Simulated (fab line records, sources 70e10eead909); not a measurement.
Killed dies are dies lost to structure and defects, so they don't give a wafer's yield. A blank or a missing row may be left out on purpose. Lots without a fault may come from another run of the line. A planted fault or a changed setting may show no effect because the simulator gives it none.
A struck lot beside a sound one | flow nand_harc | 13 steps out of a route of 1302
Sound: wafers L560.3, L560.4, L560.6. Struck: wafer L568.3. (L568.2, L568.6 of the same lot were not struck and are left out.) The cause comes at the end.
At each step with rows: each side's tool, then ch and its chambers, then its first start. Under that, the readings that differ: sound wafers | struck wafers | difference of the means | sigmas: that difference in standard deviations of wafers without a fault.
alike: readings whose means differ by less than 2 such deviations, and words and numbers that are the same on both sides. not compared: withheld readings, readings that some wafer has no value for, bounds like >300 that may hide the same value, and numbers for which the record gives no deviation and whose values overlap.
The two part at a step that has a row with sigmas, a row that says differs or no value, or rows on one side only. Numbers that don't overlap but have no deviation are shown without sigmas and don't part them. A reading that every wafer of one side lacks parts them only if that side has two wafers or more.

first, 4 steps without rows for these wafers: NHARC_A_STAIRCASE_PEB_07 (peb time 130 s); NHARC_A_STAIRCASE_DEVELOP_08 (time 140 s); NHARC_A_STAIRCASE_HARDBAKE_10 (time 140 s); NHARC_A_STAIRCASE_DESCUM_11 (chemistry O2, time 3 s).
NHARC_A_STAIRCASE_TRIM_12: chemistry O2, time 211.2 s.
  sound on rie_diel-05 ch 0,1,2, day 20 09:38; struck on rie_diel-05 ch 1, day 24 06:06
  alike: drypump_motor_current_A, oes_product_au, rf_vpp_V, showerhead_plenum_p_Torr, throttle_valve_pct
  not compared: rf_hours_counter_h
NHARC_A_STAIRCASE_ETCH_13: etches the open film in C4F8/O2, target depth 100 nm, time 40.5 s.
  sound on rie_diel-05 ch 0,2,3; struck on rie_diel-05 ch 3
  alike: oes_product_au, rf_vpp_V, run_length_s
  not compared: rf_hours_counter_h
then, 1 step without rows for these wafers: NHARC_A_STAIRCASE_TRIM_14 (chemistry O2, time 211.2 s).
NHARC_A_STAIRCASE_ETCH_15: etches the open film in C4F8/O2, target depth 100 nm, time 40.5 s.
  sound on rie_diel-05 ch 0,2,3; struck on rie_diel-05 ch 3
  reading               | sound             | struck | difference | sigmas
  oes_product_au (a.u.) | 0.934 0.937 0.925 | 0.961  | +0.029     | +2
  alike: rf_vpp_V, run_length_s
  not compared: rf_hours_counter_h
NHARC_A_STAIRCASE_TRIM_16: chemistry O2, time 211.2 s.
  sound on rie_diel-05 ch 0,2; struck on rie_diel-05 ch 3
  alike: drypump_motor_current_A, oes_product_au, rf_vpp_V, showerhead_plenum_p_Torr, throttle_valve_pct
  not compared: rf_hours_counter_h
NHARC_A_STAIRCASE_ETCH_17: etches the open film in C4F8/O2, target depth 100 nm, time 40.5 s.
  sound on rie_diel-05 ch 2,3; struck on rie_diel-05 ch 1
  alike: oes_product_au, rf_vpp_V, run_length_s
  not compared: rf_hours_counter_h
then, 1 step without rows for these wafers: NHARC_A_STAIRCASE_TRIM_18 (chemistry O2, time 211.2 s).
NHARC_A_STAIRCASE_ETCH_19: etches the open film in C4F8/O2, target depth 100 nm, time 40.5 s.
  sound on rie_diel-05 ch 0,3, day 20 10:29; struck on rie_diel-05 ch 1, day 24 07:02
  reading          | sound          | struck | difference | sigmas
  run_length_s (s) | 61.5 62.0 61.6 | 74.2   | +12.5      | +29
  alike: oes_product_au, rf_vpp_V
  not compared: rf_hours_counter_h
-- the record jumps here: 9 days lie between the struck wafers' starts before and after (it left off in module A_STAIRCASE and takes up again in module END, whose first step shown is number 1302 of the route) --
NHARC_END_SORT_01:
  the record has rows for the struck wafers here (prober-02 ch 0, day 33 08:01) and none for the sound ones

WHERE THEY PART
First at NHARC_A_STAIRCASE_ETCH_15; last, within this record, at NHARC_END_SORT_01.

WHY: what the simulator had put in
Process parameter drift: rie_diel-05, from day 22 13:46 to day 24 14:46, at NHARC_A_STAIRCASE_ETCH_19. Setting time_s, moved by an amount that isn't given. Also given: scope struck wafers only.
